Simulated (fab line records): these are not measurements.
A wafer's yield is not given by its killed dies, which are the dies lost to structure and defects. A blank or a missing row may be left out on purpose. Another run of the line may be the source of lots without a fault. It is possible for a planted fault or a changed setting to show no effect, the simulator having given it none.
Matching of chambers :: flow nand harc :: NHARC_A_CHANNEL_HOLE_D2_DESCUM_15 on rie diel-13 has 4 sister chambers
The step chemistry O2, time 3 s. 18 wafers are shown with their chamber, then 9 later ones without.

EACH WAFER AND ITS CHAMBER
wafer: L076.1
chamber: 3
drypump motor current A (A): 5.7
oes product au (a.u.): 1.012
throttle valve pct (%): 11.313

wafer: L076.2
chamber: 0
drypump motor current A (A): 6.3
oes product au (a.u.): 1.001
throttle valve pct (%): 11.315

wafer: L076.5
chamber: 3
drypump motor current A (A): 5.7
oes product au (a.u.): 1.013
throttle valve pct (%): 11.310

wafer: L081.1
chamber: 2
drypump motor current A (A): 4.9
oes product au (a.u.): 1.004
throttle valve pct (%): 11.315

wafer: L081.2
chamber: 0
drypump motor current A (A): 6.3
oes product au (a.u.): 1.005
throttle valve pct (%): 11.316

wafer: L081.4
chamber: 3
drypump motor current A (A): 5.7
oes product au (a.u.): 0.995
throttle valve pct (%): 11.294

wafer: L086.1
chamber: 3
drypump motor current A (A): 5.7
oes product au (a.u.): 1.007
throttle valve pct (%): 11.301

wafer: L086.5
chamber: 3
drypump motor current A (A): 5.7
oes product au (a.u.): 1.014
throttle valve pct (%): 11.315

wafer: L086.6
chamber: 2
drypump motor current A (A): 4.9
oes product au (a.u.): 1.010
throttle valve pct (%): 11.318

wafer: L088.1
chamber: 1
drypump motor current A (A): 4.9
oes product au (a.u.): 1.018
throttle valve pct (%): 11.319

wafer: L088.4
chamber: 2
drypump motor current A (A): 5.0
oes product au (a.u.): 0.996
throttle valve pct (%): 11.318

wafer: L088.6
chamber: 2
drypump motor current A (A): 5.0
oes product au (a.u.): 1.002
throttle valve pct (%): 11.311

wafer: L089.2
chamber: 0
drypump motor current A (A): 6.3
oes product au (a.u.): 1.013
throttle valve pct (%): 11.318

wafer: L089.3
chamber: 1
drypump motor current A (A): 4.9
oes product au (a.u.): 1.030
throttle valve pct (%): 11.323

wafer: L089.6
chamber: 2
drypump motor current A (A): 5.0
oes product au (a.u.): 0.997
throttle valve pct (%): 11.331

wafer: L090.1
chamber: 0
drypump motor current A (A): 6.3
oes product au (a.u.): 1.017
throttle valve pct (%): 11.297

wafer: L090.3
chamber: 2
drypump motor current A (A): 4.9
oes product au (a.u.): 1.004
throttle valve pct (%): 11.297

wafer: L090.6
chamber: 0
drypump motor current A (A): 6.3
oes product au (a.u.): 1.003
throttle valve pct (%): 11.299

SIGNATURES, as means of the wafers listed above
reading: drypump motor current A
chamber 0: 6.300
chamber 1: 4.900
chamber 2: 4.950
chamber 3: 5.700
scatter within a chamber: 0.0327

reading: oes product au
chamber 0: 1.00780
chamber 1: 1.02400
chamber 2: 1.00217
chamber 3: 1.00820
scatter within a chamber: 0.00676

reading: throttle valve pct
chamber 0: 11.30900
chamber 1: 11.32100
chamber 2: 11.31500
chamber 3: 11.30660
scatter within a chamber: 0.0098
Rule: distance of a wafer from a chamber = root of the sum over the readings of ((wafer's reading minus chamber's mean) / reading's scatter) squared. If the next closest chamber is less than 2 further off than the closest, the wafer can't be placed; otherwise it belongs to the closest. The scatter is the square root of a quotient: the sum, over the shown wafers, of each reading's squared deviation from its chamber's mean, divided by wafers minus chambers.

WAFERS WITHOUT THEIR CHAMBER
wafer: L092.3
drypump motor current A (A): 5.0
oes product au (a.u.): 1.003
throttle valve pct (%): 11.293

wafer: L092.4
drypump motor current A (A): 6.3
oes product au (a.u.): 1.008
throttle valve pct (%): 11.295

wafer: L092.6
drypump motor current A (A): 6.3
oes product au (a.u.): 1.015
throttle valve pct (%): 11.327

wafer: L093.2
drypump motor current A (A): 4.9
oes product au (a.u.): 1.003
throttle valve pct (%): 11.307

wafer: L093.4
drypump motor current A (A): 6.3
oes product au (a.u.): 1.005
throttle valve pct (%): 11.301

wafer: L093.5
drypump motor current A (A): 5.0
oes product au (a.u.): 1.009
throttle valve pct (%): 11.315

wafer: L094.1
drypump motor current A (A): 6.3
oes product au (a.u.): 0.997
throttle valve pct (%): 11.303

wafer: L094.3
drypump motor current A (A): 5.7
oes product au (a.u.): 1.015
throttle valve pct (%): 11.309

wafer: L094.4
drypump motor current A (A): 4.9
oes product au (a.u.): 1.011
throttle valve pct (%): 11.308

CHAMBER TAKEN BY EACH
wafer: L092.3
from the rows above: 2
in truth: 2

wafer: L092.4
from the rows above: 0
in truth: 0

wafer: L092.6
from the rows above: 0
in truth: 0

wafer: L093.2
from the rows above: can't be placed: 2 or 1
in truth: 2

wafer: L093.4
from the rows above: 0
in truth: 0

wafer: L093.5
from the rows above: can't be placed: 2 or 1
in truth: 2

wafer: L094.1
from the rows above: 0
in truth: 0

wafer: L094.3
from the rows above: 3
in truth: 3

wafer: L094.4
from the rows above: can't be placed: 2 or 1
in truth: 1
Correctly placed: 6 of 9. Cannot be placed on the basis of these rows: 3; the candidates contain the true chamber in 3. 0 placed wrongly.
